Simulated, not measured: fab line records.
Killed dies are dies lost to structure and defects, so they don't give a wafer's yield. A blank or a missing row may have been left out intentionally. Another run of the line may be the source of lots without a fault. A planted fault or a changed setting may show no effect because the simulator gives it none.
fab line records :: flow n5_finfet
record:
  lots: 12
  wafers: 36
  last_day: 18
route steps=1938 shown BEOL_M3@991 BEOL_M15@1819 MIM_TOP@1834 MIM_BOT_LITHO@1862 PASSIVATION@1936
lots with no fault: from the same line, run without faults
start_h: hours from the record's first day to the start of the lot's first wafer shown :: wait_h: hours elapsed since this lot's preceding step :: " the same as in the row above :: L1.1+2: a row that stands for several wafers :: - value missing, or start not given :: * or withheld: withheld :: < > ~ a bound
route shown NAME@n: NAME is a module with steps in the file, n the number in the route of the first one :: usual: mean/standard deviation of fault-free wafers :: same: alike in all rows :: chamber/n: place in a boat :: sites: each site's reading :: _std_site: the values' standard deviation :: _edge_site: inner sites' mean taken away from outer sites' mean :: radius_mm: for every site, how far away it sits from the centre of the wafer :: mask NAME#n: copy n :: behind: the tool/chamber that last shaped the wafer :: hold: what put the lot on hold/how long, in hours/how the hold closed :: device: whichever transistor did not switch (one of n, p or np) :: end of line: at the end of the route, the tests of the same wafers :: where a step has no rows: the recipe by itself :: killed: count of dies lost to structure and defects at first sort (not the wafer's yield) :: map: per-die view of a wafer (x killed, . not killed, _ where there is no die)
set.NAME: the setting as run; set.NAME@STEP: as run at that earlier step :: model.NAME: the simulator's own value behind a step, which no gauge read
steps of the route over a sample of lots; a table a step, a row a wafer
services: a tool's chamber out of use, with start hour (start_h, from the record's first day; less than 0 if before it), hours out, and reason
== steps ==
step: N5_BEOL_M3_ALD_84
recipe:
  material: TaN
  target_thk_a: *
  temp_c: 275
  ald_precursor_family: PDMAT
  ald_co_reactant: NH3
  pressure_torr: 3
  carrier_flow_sccm: 1500
  pulse_time_s: 2
  purge_time_s: 3
  co_reactant_purge_time_s: 2
  co_reactant_pulse_time_s: 3
  ald_cycles: 30
  precursor_vessel_temp_c: 75
  precursor_vessel_pressure_torr: 26.25
  precursor_vessel_carrier_sccm: 1000
usual:
  heater_power_w: 406/28
same:
  purge_time_s: 3
lot.wafer: L356.1
tool: ald_metal-03
chamber: 1
start_h: 176.54
wait_h: 0.0
heater_power_w: 371

lot.wafer: L356.3
tool: ald_metal-03
chamber: 2
start_h: 176.54
wait_h: 0.0
heater_power_w: 389

lot.wafer: L356.6
tool: ald_metal-03
chamber: 0
start_h: 176.54
wait_h: 0.0
heater_power_w: 396

lot.wafer: L354.2
tool: ald_metal-01
chamber: 1
start_h: 176.62
wait_h: 0.0
heater_power_w: 432

lot.wafer: L354.4
tool: ald_metal-01
chamber: 2
start_h: 176.62
wait_h: 0.0
heater_power_w: 424

lot.wafer: L354.6
tool: ald_metal-01
chamber: 3
start_h: 176.62
wait_h: 0.0
heater_power_w: 445

lot.wafer: L353.1
tool: ald_metal-03
chamber: 2
start_h: 190.29
wait_h: 0.0
heater_power_w: 399

lot.wafer: L353.5
tool: ald_metal-03
chamber: 0
start_h: 190.29
wait_h: 0.0
heater_power_w: 402

lot.wafer: L353.6
tool: ald_metal-03
chamber: 1
start_h: 190.29
wait_h: 0.0
heater_power_w: 367

lot.wafer: L359.1
tool: ald_metal-03
chamber: 2
start_h: 198.03
wait_h: 0.0
heater_power_w: 389

lot.wafer: L359.3
tool: ald_metal-03
chamber: 1
start_h: 198.03
wait_h: 0.0
heater_power_w: 377

lot.wafer: L359.6
tool: ald_metal-03
chamber: 1
start_h: 198.03
wait_h: 0.0
heater_power_w: 369

lot.wafer: L361.1
tool: ald_metal-02
chamber: 2
start_h: 204.27
wait_h: 0.0
heater_power_w: 447

lot.wafer: L361.2
tool: ald_metal-02
chamber: 0
start_h: 204.27
wait_h: 0.0
heater_power_w: 430

lot.wafer: L361.4
tool: ald_metal-02
chamber: 1
start_h: 204.27
wait_h: 0.0
heater_power_w: 390

lot.wafer: L363.1
tool: ald_metal-02
chamber: 1
start_h: 212.82
wait_h: 0.0
heater_power_w: 399

lot.wafer: L363.2
tool: ald_metal-02
chamber: 0
start_h: 212.82
wait_h: 0.0
heater_power_w: 436

lot.wafer: L363.6
tool: ald_metal-02
chamber: 3
start_h: 212.82
wait_h: 0.0
heater_power_w: 406

lot.wafer: L364.2
tool: ald_metal-02
chamber: 3
start_h: 216.31
wait_h: 0.2
heater_power_w: 406

lot.wafer: L364.3
tool: ald_metal-02
chamber: 0
start_h: 216.31
wait_h: 0.2
heater_power_w: 446

lot.wafer: L364.6
tool: ald_metal-02
chamber: 1
start_h: 216.31
wait_h: 0.2
heater_power_w: 399

lot.wafer: L365.1
tool: ald_metal-02
chamber: 0
start_h: 231.94
wait_h: 0.0
heater_power_w: 431

lot.wafer: L365.3
tool: ald_metal-02
chamber: 1
start_h: 231.94
wait_h: 0.0
heater_power_w: 395

lot.wafer: L365.6
tool: ald_metal-02
chamber: 3
start_h: 231.94
wait_h: 0.0
heater_power_w: 410

lot.wafer: L369.1
tool: ald_metal-02
chamber: 0
start_h: 261.30
wait_h: 0.1
heater_power_w: 443

lot.wafer: L369.4
tool: ald_metal-02
chamber: 1
start_h: 261.30
wait_h: 0.1
heater_power_w: 400

lot.wafer: L369.5
tool: ald_metal-02
chamber: 2
start_h: 261.30
wait_h: 0.1
heater_power_w: 455

lot.wafer: L368.2
tool: ald_metal-02
chamber: 2
start_h: 263.92
wait_h: 0.0
heater_power_w: 436

lot.wafer: L368.3
tool: ald_metal-02
chamber: 1
start_h: 263.92
wait_h: 0.0
heater_power_w: 391

lot.wafer: L368.4
tool: ald_metal-02
chamber: 0
start_h: 263.92
wait_h: 0.0
heater_power_w: 436

lot.wafer: L370.3
tool: ald_metal-02
chamber: 1
start_h: 267.93
wait_h: 0.0
heater_power_w: 400

lot.wafer: L370.5
tool: ald_metal-02
chamber: 2
start_h: 267.93
wait_h: 0.0
heater_power_w: 444

lot.wafer: L370.6
tool: ald_metal-02
chamber: 3
start_h: 267.93
wait_h: 0.0
heater_power_w: 413

lot.wafer: L376.2
tool: ald_metal-03
chamber: 3
start_h: 307.26
wait_h: 0.0
heater_power_w: 408

lot.wafer: L376.4
tool: ald_metal-03
chamber: 2
start_h: 307.26
wait_h: 0.0
heater_power_w: 395

lot.wafer: L376.5
tool: ald_metal-03
chamber: 3
start_h: 307.26
wait_h: 0.0
heater_power_w: 420
step: N5_BEOL_M15_SPUTTER_43
recipe:
  material: TaN
  target_thk_a: 150
  temp_c: 50
  bias_v: 168.6
  power_w: 15000
  chamber_pressure_pa: 0.12
  time_s: 24.19
usual:
  throttle_valve_pct: 29.7/0.95
lot.wafer: L356.1
tool: pvd_sputter-02
chamber: -
start_h: 281.26
wait_h: 0.0
throttle_valve_pct: 28.9

lot.wafer: L356.3
tool: pvd_sputter-02
chamber: -
start_h: 281.26
wait_h: 0.0
throttle_valve_pct: 27.9

lot.wafer: L356.6
tool: pvd_sputter-02
chamber: -
start_h: 281.26
wait_h: 0.0
throttle_valve_pct: 28.1

lot.wafer: L354.2
tool: pvd_sputter-03
chamber: -
start_h: 284.91
wait_h: 0.0
throttle_valve_pct: 29.7

lot.wafer: L354.4
tool: pvd_sputter-03
chamber: -
start_h: 284.91
wait_h: 0.0
throttle_valve_pct: 29.1

lot.wafer: L354.6
tool: pvd_sputter-03
chamber: -
start_h: 284.91
wait_h: 0.0
throttle_valve_pct: 30.0

lot.wafer: L359.1
tool: pvd_sputter-02
chamber: -
start_h: 313.91
wait_h: 0.0
throttle_valve_pct: 29.0

lot.wafer: L359.3
tool: pvd_sputter-02
chamber: -
start_h: 313.91
wait_h: 0.0
throttle_valve_pct: 28.3

lot.wafer: L359.6
tool: pvd_sputter-02
chamber: -
start_h: 313.91
wait_h: 0.0
throttle_valve_pct: 30.1

lot.wafer: L353.1
tool: pvd_sputter-02
chamber: -
start_h: 315.45
wait_h: 0.0
throttle_valve_pct: 28.7

lot.wafer: L353.5
tool: pvd_sputter-02
chamber: -
start_h: 315.45
wait_h: 0.0
throttle_valve_pct: 28.1

lot.wafer: L353.6
tool: pvd_sputter-02
chamber: -
start_h: 315.45
wait_h: 0.0
throttle_valve_pct: 28.8

lot.wafer: L361.1
tool: pvd_sputter-03
chamber: -
start_h: 317.04
wait_h: 0.0
throttle_valve_pct: 29.8

lot.wafer: L361.2
tool: pvd_sputter-03
chamber: -
start_h: 317.04
wait_h: 0.0
throttle_valve_pct: 28.8

lot.wafer: L361.4
tool: pvd_sputter-03
chamber: -
start_h: 317.04
wait_h: 0.0
throttle_valve_pct: 30.4

lot.wafer: L363.1
tool: pvd_sputter-01
chamber: -
start_h: 322.22
wait_h: 0.0
throttle_valve_pct: 29.1

lot.wafer: L363.2
tool: pvd_sputter-01
chamber: -
start_h: 322.22
wait_h: 0.0
throttle_valve_pct: 30.9

lot.wafer: L363.6
tool: pvd_sputter-01
chamber: -
start_h: 322.22
wait_h: 0.0
throttle_valve_pct: 29.3

lot.wafer: L364.2
tool: pvd_sputter-01
chamber: -
start_h: 327.49
wait_h: 0.0
throttle_valve_pct: 30.7

lot.wafer: L364.3
tool: pvd_sputter-01
chamber: -
start_h: 327.49
wait_h: 0.0
throttle_valve_pct: 29.4

lot.wafer: L364.6
tool: pvd_sputter-01
chamber: -
start_h: 327.49
wait_h: 0.0
throttle_valve_pct: 29.2

lot.wafer: L365.1
tool: pvd_sputter-01
chamber: -
start_h: 341.06
wait_h: 0.0
throttle_valve_pct: 31.8

lot.wafer: L365.3
tool: pvd_sputter-01
chamber: -
start_h: 341.06
wait_h: 0.0
throttle_valve_pct: 30.6

lot.wafer: L365.6
tool: pvd_sputter-01
chamber: -
start_h: 341.06
wait_h: 0.0
throttle_valve_pct: 32.0

lot.wafer: L368.2
tool: pvd_sputter-02
chamber: -
start_h: 371.83
wait_h: 0.0
throttle_valve_pct: 28.9

lot.wafer: L368.3
tool: pvd_sputter-02
chamber: -
start_h: 371.83
wait_h: 0.0
throttle_valve_pct: 28.0

lot.wafer: L368.4
tool: pvd_sputter-02
chamber: -
start_h: 371.83
wait_h: 0.0
throttle_valve_pct: 28.7

lot.wafer: L370.3
tool: pvd_sputter-01
chamber: -
start_h: 377.26
wait_h: 0.0
throttle_valve_pct: 30.8

lot.wafer: L370.5
tool: pvd_sputter-01
chamber: -
start_h: 377.26
wait_h: 0.0
throttle_valve_pct: 29.3

lot.wafer: L370.6
tool: pvd_sputter-01
chamber: -
start_h: 377.26
wait_h: 0.0
throttle_valve_pct: 30.7

lot.wafer: L369.1
tool: pvd_sputter-03
chamber: -
start_h: 383.16
wait_h: 0.0
throttle_valve_pct: 28.7

lot.wafer: L369.4
tool: pvd_sputter-03
chamber: -
start_h: 383.16
wait_h: 0.0
throttle_valve_pct: 30.4

lot.wafer: L369.5
tool: pvd_sputter-03
chamber: -
start_h: 383.16
wait_h: 0.0
throttle_valve_pct: 29.7

lot.wafer: L376.2
tool: pvd_sputter-02
chamber: -
start_h: 416.63
wait_h: 0.0
throttle_valve_pct: 29.2

lot.wafer: L376.4
tool: pvd_sputter-02
chamber: -
start_h: 416.63
wait_h: 0.0
throttle_valve_pct: 28.9

lot.wafer: L376.5
tool: pvd_sputter-02
chamber: -
start_h: 416.63
wait_h: 0.0
throttle_valve_pct: 28.3
step: N5_MIM_TOP_ALD_00
recipe:
  material: Al2O3
  target_thk_a: *
  temp_c: withheld
  ald_precursor_family: TMA
  ald_co_reactant: O3
  pulse_time_s: withheld
  purge_time_s: 3
  co_reactant_purge_time_s: withheld
  co_reactant_pulse_time_s: 3
  ald_cycles: withheld
usual:
  precursor_pulse_height_rel: 1.001/0.02
lot.wafer: L356.1
tool: ald_hk-03
chamber: 0
start_h: 285.57
wait_h: 0.1
precursor_pulse_height_rel: 1.000

lot.wafer: L356.3
tool: ald_hk-03
chamber: 3
start_h: 285.57
wait_h: 0.1
precursor_pulse_height_rel: 0.951

lot.wafer: L356.6
tool: ald_hk-03
chamber: 1
start_h: 285.57
wait_h: 0.1
precursor_pulse_height_rel: 1.008

lot.wafer: L354.2
tool: ald_hk-02
chamber: 2
start_h: 289.24
wait_h: 0.1
precursor_pulse_height_rel: 0.991

lot.wafer: L354.4
tool: ald_hk-02
chamber: 0
start_h: 289.24
wait_h: 0.1
precursor_pulse_height_rel: 0.996

lot.wafer: L354.6
tool: ald_hk-02
chamber: 0
start_h: 289.24
wait_h: 0.1
precursor_pulse_height_rel: 0.973

lot.wafer: L359.1
tool: ald_hk-01
chamber: 2
start_h: 316.98
wait_h: 0.1
precursor_pulse_height_rel: 1.002

lot.wafer: L359.3
tool: ald_hk-01
chamber: 3
start_h: 316.98
wait_h: 0.1
precursor_pulse_height_rel: 1.022

lot.wafer: L359.6
tool: ald_hk-01
chamber: 2
start_h: 316.98
wait_h: 0.1
precursor_pulse_height_rel: 1.038

lot.wafer: L353.1
tool: ald_hk-02
chamber: 1
start_h: 320.94
wait_h: 0.1
precursor_pulse_height_rel: 0.986

lot.wafer: L353.5
tool: ald_hk-02
chamber: 2
start_h: 320.94
wait_h: 0.1
precursor_pulse_height_rel: 1.030

lot.wafer: L353.6
tool: ald_hk-02
chamber: 3
start_h: 320.94
wait_h: 0.1
precursor_pulse_height_rel: 1.038

lot.wafer: L361.1
tool: ald_hk-01
chamber: 2
start_h: 321.16
wait_h: 0.1
precursor_pulse_height_rel: 1.004

lot.wafer: L361.2
tool: ald_hk-01
chamber: 0
start_h: 321.16
wait_h: 0.1
precursor_pulse_height_rel: 1.003

lot.wafer: L361.4
tool: ald_hk-01
chamber: 1
start_h: 321.16
wait_h: 0.1
precursor_pulse_height_rel: 0.986

lot.wafer: L363.1
tool: ald_hk-01
chamber: 1
start_h: 325.62
wait_h: 0.1
precursor_pulse_height_rel: 0.982

lot.wafer: L363.2
tool: ald_hk-01
chamber: 3
start_h: 325.62
wait_h: 0.1
precursor_pulse_height_rel: 0.984

lot.wafer: L363.6
tool: ald_hk-01
chamber: 3
start_h: 325.62
wait_h: 0.1
precursor_pulse_height_rel: 0.982

lot.wafer: L364.2
tool: ald_hk-02
chamber: 0
start_h: 331.13
wait_h: 0.1
precursor_pulse_height_rel: 0.982

lot.wafer: L364.3
tool: ald_hk-02
chamber: 2
start_h: 331.13
wait_h: 0.1
precursor_pulse_height_rel: 0.977

lot.wafer: L364.6
tool: ald_hk-02
chamber: 3
start_h: 331.13
wait_h: 0.1
precursor_pulse_height_rel: 0.999

lot.wafer: L365.1
tool: ald_hk-02
chamber: 0
start_h: 346.17
wait_h: 0.1
precursor_pulse_height_rel: 1.012

lot.wafer: L365.3
tool: ald_hk-02
chamber: 1
start_h: 346.17
wait_h: 0.1
precursor_pulse_height_rel: 0.971

lot.wafer: L365.6
tool: ald_hk-02
chamber: 3
start_h: 346.17
wait_h: 0.1
precursor_pulse_height_rel: 1.023

lot.wafer: L368.2
tool: ald_hk-02
chamber: 2
start_h: 375.33
wait_h: 0.1
precursor_pulse_height_rel: 0.992

lot.wafer: L368.3
tool: ald_hk-02
chamber: 1
start_h: 375.33
wait_h: 0.1
precursor_pulse_height_rel: 1.024

lot.wafer: L368.4
tool: ald_hk-02
chamber: 3
start_h: 375.33
wait_h: 0.1
precursor_pulse_height_rel: 0.967

lot.wafer: L370.3
tool: ald_hk-03
chamber: 3
start_h: 382.71
wait_h: 0.1
precursor_pulse_height_rel: 1.003

lot.wafer: L370.5
tool: ald_hk-03
chamber: 3
start_h: 382.71
wait_h: 0.1
precursor_pulse_height_rel: 1.003

lot.wafer: L370.6
tool: ald_hk-03
chamber: 2
start_h: 382.71
wait_h: 0.1
precursor_pulse_height_rel: 1.001

lot.wafer: L369.1
tool: ald_hk-02
chamber: 1
start_h: 385.96
wait_h: 0.1
precursor_pulse_height_rel: 0.998

lot.wafer: L369.4
tool: ald_hk-02
chamber: 0
start_h: 385.96
wait_h: 0.1
precursor_pulse_height_rel: 0.997

lot.wafer: L369.5
tool: ald_hk-02
chamber: 0
start_h: 385.96
wait_h: 0.1
precursor_pulse_height_rel: 1.020

lot.wafer: L376.2
tool: ald_hk-03
chamber: 2
start_h: 422.32
wait_h: 0.1
precursor_pulse_height_rel: 0.986

lot.wafer: L376.4
tool: ald_hk-03
chamber: 1
start_h: 422.32
wait_h: 0.1
precursor_pulse_height_rel: 0.949

lot.wafer: L376.5
tool: ald_hk-03
chamber: 0
start_h: 422.32
wait_h: 0.1
precursor_pulse_height_rel: 0.996
step: N5_MIM_BOT_LITHO_CD_MEAS_08
recipe:
  target_cd_nm: 3000
  landing_energy_ev: 500
  detector: se_inlens
  polarity: opening
usual:
  cd_nm: 2999.0/2.7
lot.wafer: L356.1
tool: cd_sem-02
chamber: 0
start_h: 287.69
wait_h: -
cd_nm: 3000.2

lot.wafer: L356.3
tool: cd_sem-02
chamber: 0
start_h: 287.69
wait_h: -
cd_nm: 2997.7

lot.wafer: L356.6
tool: cd_sem-02
chamber: 0
start_h: 287.69
wait_h: -
cd_nm: 2994.4

lot.wafer: L354.2
tool: cd_sem-03
chamber: 0
start_h: 291.65
wait_h: -
cd_nm: 2996.7

lot.wafer: L354.4
tool: cd_sem-03
chamber: 0
start_h: 291.65
wait_h: -
cd_nm: 2997.7

lot.wafer: L354.6
tool: cd_sem-03
chamber: 0
start_h: 291.65
wait_h: -
cd_nm: 2997.8

lot.wafer: L359.1
tool: cd_sem-02
chamber: 0
start_h: 319.09
wait_h: -
cd_nm: 2999.3

lot.wafer: L359.3
tool: cd_sem-02
chamber: 0
start_h: 319.09
wait_h: -
cd_nm: 2999.3

lot.wafer: L359.6
tool: cd_sem-02
chamber: 0
start_h: 319.09
wait_h: -
cd_nm: 2997.3

lot.wafer: L353.1
tool: cd_sem-03
chamber: 0
start_h: 323.32
wait_h: -
cd_nm: 2998.6

lot.wafer: L353.5
tool: cd_sem-03
chamber: 0
start_h: 323.32
wait_h: -
cd_nm: 3002.3

lot.wafer: L353.6
tool: cd_sem-03
chamber: 0
start_h: 323.32
wait_h: -
cd_nm: 2999.9

lot.wafer: L361.1
tool: cd_sem-01
chamber: 0
start_h: 323.40
wait_h: -
cd_nm: 2996.1

lot.wafer: L361.2
tool: cd_sem-01
chamber: 0
start_h: 323.40
wait_h: -
cd_nm: 2993.7

lot.wafer: L361.4
tool: cd_sem-01
chamber: 0
start_h: 323.40
wait_h: -
cd_nm: 2995.2

lot.wafer: L363.1
tool: cd_sem-01
chamber: 0
start_h: 328.00
wait_h: -
cd_nm: 2998.2

lot.wafer: L363.2
tool: cd_sem-01
chamber: 0
start_h: 328.00
wait_h: -
cd_nm: 3000.2

lot.wafer: L363.6
tool: cd_sem-01
chamber: 0
start_h: 328.00
wait_h: -
cd_nm: 3002.3

lot.wafer: L364.2
tool: cd_sem-01
chamber: 0
start_h: 332.75
wait_h: -
cd_nm: 2996.9

lot.wafer: L364.3
tool: cd_sem-01
chamber: 0
start_h: 332.75
wait_h: -
cd_nm: 2999.3

lot.wafer: L364.6
tool: cd_sem-01
chamber: 0
start_h: 332.75
wait_h: -
cd_nm: 2995.9

lot.wafer: L365.1
tool: cd_sem-03
chamber: 0
start_h: 347.92
wait_h: -
cd_nm: 3000.7

lot.wafer: L365.3
tool: cd_sem-03
chamber: 0
start_h: 347.92
wait_h: -
cd_nm: 3000.4

lot.wafer: L365.6
tool: cd_sem-03
chamber: 0
start_h: 347.92
wait_h: -
cd_nm: 2997.4

lot.wafer: L368.2
tool: cd_sem-02
chamber: 0
start_h: 377.67
wait_h: -
cd_nm: 2999.6

lot.wafer: L368.3
tool: cd_sem-02
chamber: 0
start_h: 377.67
wait_h: -
cd_nm: 2998.2

lot.wafer: L368.4
tool: cd_sem-02
chamber: 0
start_h: 377.67
wait_h: -
cd_nm: 3002.0

lot.wafer: L370.3
tool: cd_sem-02
chamber: 0
start_h: 384.87
wait_h: -
cd_nm: 2996.7

lot.wafer: L370.5
tool: cd_sem-02
chamber: 0
start_h: 384.87
wait_h: -
cd_nm: 2998.4

lot.wafer: L370.6
tool: cd_sem-02
chamber: 0
start_h: 384.87
wait_h: -
cd_nm: 2995.5

lot.wafer: L369.1
tool: cd_sem-02
chamber: 0
start_h: 388.73
wait_h: -
cd_nm: 3000.5

lot.wafer: L369.4
tool: cd_sem-02
chamber: 0
start_h: 388.73
wait_h: -
cd_nm: 3005.3

lot.wafer: L369.5
tool: cd_sem-02
chamber: 0
start_h: 388.73
wait_h: -
cd_nm: 3002.8

lot.wafer: L376.2
tool: cd_sem-01
chamber: 0
start_h: 424.62
wait_h: -
cd_nm: 2996.2

lot.wafer: L376.4
tool: cd_sem-01
chamber: 0
start_h: 424.62
wait_h: -
cd_nm: 2996.0

lot.wafer: L376.5
tool: cd_sem-01
chamber: 0
start_h: 424.62
wait_h: -
cd_nm: 2997.0
step: N5_PASSIVATION_PROBE_49
usual:
  defect_limited_yield: 91.7/1.5
  killed_at_M0_to_M3: 32/10
  killed_at_M4_up: 14/5.3
  killed_at_contacts: 13/5.7
  killed_at_front_end: 37/10
  killed_at_other: 3.3/2.5
  killed_dies: 98/18
  killed_on_rim: 13/3.6
  killed_open: 65/13
  killed_short: 31/7.5
  sort_bin_5_function: 4.9/0.91
  sort_bin_6_memory: 3.1/0.71
  sort_bin_8_speed: 0.00/0.017
  sort_n_pass: 1082/18
  sort_yield_pct: 91.7/1.5
same:
  gross_dies: 1180
  killed_at_back_side: 0
  sort_bin_4_leakage[%]: 0
lot.wafer: L368.2
tool: prober-01
chamber: -
start_h: 386.60
wait_h: 0.1
defect_limited_yield[%]: 91.1
killed_at_M0_to_M3: 47
killed_at_M4_up: 18
killed_at_contacts: 6
killed_at_front_end: 32
killed_at_other: 2
killed_dies: 105
killed_on_rim: 14
killed_open: 63
killed_short: 40
sort_bin_5_function[%]: 4.2
sort_bin_6_memory[%]: 4.3
sort_bin_8_speed[%]: 0
sort_n_pass: 1075
sort_yield_pct[%]: 91.1

lot.wafer: L368.3
tool: prober-01
chamber: -
start_h: 386.65
wait_h: 0.1
defect_limited_yield[%]: 81.3
killed_at_M0_to_M3: 168
killed_at_M4_up: 11
killed_at_contacts: 7
killed_at_front_end: 30
killed_at_other: 5
killed_dies: 221
killed_on_rim: 26
killed_open: 56
killed_short: 32
sort_bin_5_function[%]: 11.4
sort_bin_6_memory[%]: 3.9
sort_bin_8_speed[%]: 0
sort_n_pass: 959
sort_yield_pct[%]: 81.3

lot.wafer: L368.4
tool: prober-01
chamber: -
start_h: 386.70
wait_h: 0.2
defect_limited_yield[%]: 94.6
killed_at_M0_to_M3: 23
killed_at_M4_up: 13
killed_at_contacts: 4
killed_at_front_end: 22
killed_at_other: 2
killed_dies: 64
killed_on_rim: 10
killed_open: 40
killed_short: 20
sort_bin_5_function[%]: 2.7
sort_bin_6_memory[%]: 2.4
sort_bin_8_speed[%]: 0
sort_n_pass: 1116
sort_yield_pct[%]: 94.6

lot.wafer: L370.3
tool: prober-02
chamber: -
start_h: 394.37
wait_h: 0.1
defect_limited_yield[%]: 81.9
killed_at_M0_to_M3: 170
killed_at_M4_up: 3
killed_at_contacts: 7
killed_at_front_end: 31
killed_at_other: 2
killed_dies: 213
killed_on_rim: 20
killed_open: 56
killed_short: 34
sort_bin_5_function[%]: 11.8
sort_bin_6_memory[%]: 3.6
sort_bin_8_speed[%]: 0
sort_n_pass: 967
sort_yield_pct[%]: 81.9

lot.wafer: L370.5
tool: prober-02
chamber: -
start_h: 394.47
wait_h: 0.2
defect_limited_yield[%]: 90.9
killed_at_M0_to_M3: 37
killed_at_M4_up: 20
killed_at_contacts: 15
killed_at_front_end: 29
killed_at_other: 6
killed_dies: 107
killed_on_rim: 12
killed_open: 63
killed_short: 38
sort_bin_5_function[%]: 5.0
sort_bin_6_memory[%]: 3.7
sort_bin_8_speed[%]: 0
sort_n_pass: 1073
sort_yield_pct[%]: 90.9

lot.wafer: L370.6
tool: prober-02
chamber: -
start_h: 394.52
wait_h: 0.3
defect_limited_yield[%]: 90.8
killed_at_M0_to_M3: 37
killed_at_M4_up: 9
killed_at_contacts: 11
killed_at_front_end: 50
killed_at_other: 1
killed_dies: 108
killed_on_rim: 14
killed_open: 76
killed_short: 32
sort_bin_5_function[%]: 5.7
sort_bin_6_memory[%]: 3.2
sort_bin_8_speed[%]: 0
sort_n_pass: 1072
sort_yield_pct[%]: 90.8
killed by level:class
L368.2 BEOL_M0_SAQP:geometric_particle:short=16 BEOL_M0_SAQP:geometric_particle:open=11 BEOL_M1:geometric_particle:open=6 BEOL_M3:geometric_particle:open=6 BEOL_M8:geometric_particle:open=6 FIN_SAQP:geometric_particle:open=5 MOL_CONTACT_COAG:geometric_particle:open=5 FIN_SAQP:geometric_particle:short=4
L368.3 BEOL_M3:unspecified=128 BEOL_M2:geometric_particle:open=12 BEOL_M0_SAQP:geometric_particle:short=7 FIN_SAQP:geometric_particle:short=6 DUMMY_GATE:geometric_particle:open=6 MOL_CONTACT_COAG:geometric_particle:open=6 BEOL_M0_SAQP:geometric_particle:open=5 BEOL_M1:geometric_particle:open=4
L368.4 FIN_SAQP:geometric_particle:open=5 BEOL_M0_SAQP:geometric_particle:open=5 FIN_SAQP:geometric_particle:short=4 MOL_CONTACT_COAG:geometric_particle:open=4 BEOL_M0_SAQP:geometric_particle:short=4 BEOL_M1:geometric_particle:open=3 BEOL_M2:geometric_particle:open=3 BEOL_M4:geometric_particle:open=3
L370.3 BEOL_M3:unspecified=123 BEOL_M1:geometric_particle:open=13 BEOL_M3:geometric_particle:open=10 GATE_CUT:geometric_particle:short=7 MOL_CONTACT_COAG:geometric_particle:open=6 STI_FIN_REVEAL:geometric_particle:open=5 BEOL_M0_SAQP:geometric_particle:short=5 BEOL_M0_SAQP:geometric_particle:open=5
L370.5 MOL_CONTACT_COAG:geometric_particle:open=12 BEOL_M0_SAQP:geometric_particle:short=11 BEOL_M0_SAQP:geometric_particle:open=9 BEOL_M1:geometric_particle:open=6 BEOL_M5:geometric_particle:open=6 DUMMY_GATE:geometric_particle:open=5 GATE_CUT:geometric_particle:short=5 BEOL_M4:geometric_particle:open=5
L370.6 STI_FIN_REVEAL:geometric_particle:open=15 FIN_SAQP:geometric_particle:open=12 FIN_SAQP:geometric_particle:short=9 MOL_CONTACT_COAG:geometric_particle:open=7 BEOL_M1:geometric_particle:open=7 BEOL_M2:geometric_particle:open=7 BEOL_M0_SAQP:geometric_particle:short=6 BEOL_M3:geometric_particle:open=6
== services ==
tool: ald_metal-03
chamber: 3
start_h: 155.03
hours: 46.2
kind: repair

tool: ald_hk-03
chamber: -
start_h: 161.39
hours: 1.3
kind: repair

tool: ald_metal-02
chamber: -
start_h: 189.77
hours: 3.0
kind: repair

tool: ald_metal-01
chamber: -
start_h: 197.87
hours: 2.8
kind: pm

tool: ald_metal-03
chamber: 2
start_h: 200.89
hours: 24.1
kind: repair

tool: ald_hk-01
chamber: -
start_h: 207.10
hours: 0.9
kind: repair

tool: ald_metal-02
chamber: 3
start_h: 221.47
hours: 8.5
kind: repair

tool: ald_hk-03
chamber: -
start_h: 261.21
hours: 8.7
kind: pm

tool: ald_hk-01
chamber: -
start_h: 275.79
hours: 28.1
kind: pm

tool: ald_metal-01
chamber: -
start_h: 292.02
hours: 8.7
kind: pm

tool: ald_metal-03
chamber: -
start_h: 308.78
hours: 2.8
kind: pm

tool: ald_metal-02
chamber: 1
start_h: 309.81
hours: -
kind: calibration

tool: ald_metal-03
chamber: -
start_h: 314.77
hours: 14.6
kind: pm

tool: ald_metal-02
chamber: -
start_h: 337.28
hours: 14.0
kind: pm

tool: ald_metal-02
chamber: 0
start_h: 337.28
hours: 14.0
kind: vent_cycle

tool: ald_metal-02
chamber: 1
start_h: 337.28
hours: 14.0
kind: vent_cycle

tool: ald_metal-02
chamber: 2
start_h: 337.28
hours: 14.0
kind: vent_cycle

tool: ald_metal-02
chamber: 3
start_h: 337.28
hours: 14.0
kind: vent_cycle

tool: pvd_sputter-03
chamber: -
start_h: 350.34
hours: 3.1
kind: repair

tool: ald_hk-02
chamber: -
start_h: 355.18
hours: 8.7
kind: pm

tool: ald_metal-02
chamber: -
start_h: 368.48
hours: 6.0
kind: pm

tool: ald_hk-01
chamber: -
start_h: 372.58
hours: 2.8
kind: pm

tool: ald_metal-03
chamber: -
start_h: 401.72
hours: 0.5
kind: repair

tool: ald_metal-03
chamber: -
start_h: 408.22
hours: 1.3
kind: repair
== key ==
first_sign:
  step: N5_PASSIVATION_PROBE_49
  reading: killed_at_M0_to_M3
  direction: up
  sigmas: 13
  usual: 32
  struck: 169
effect:
  step: N5_PASSIVATION_PROBE_49
  reading: killed_dies
  direction: up
  sigmas: 6.8
  usual: 98
  struck: 217
more_kills_born_at:
  N5_BEOL_M3_ALD_84@ald_metal-02: 251
met_at N5_BEOL_M3_ALD_84
struck_lots L368,L370
struck_wafers L368.3,L370.3
not_acting_at N5_BEOL_M15_SPUTTER_43,N5_MIM_TOP_ALD_00,N5_MIM_BOT_LITHO_CD_MEAS_08
onset_between 261.30 263.92
fault:
  kind: chamber_particle_source
  tool: ald_metal-02
  chamber: 1
  onset_h: 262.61
  steps: N5_BEOL_M3_ALD_84
  rate_per_visit_cm2: 1.0386
  end_h: 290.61
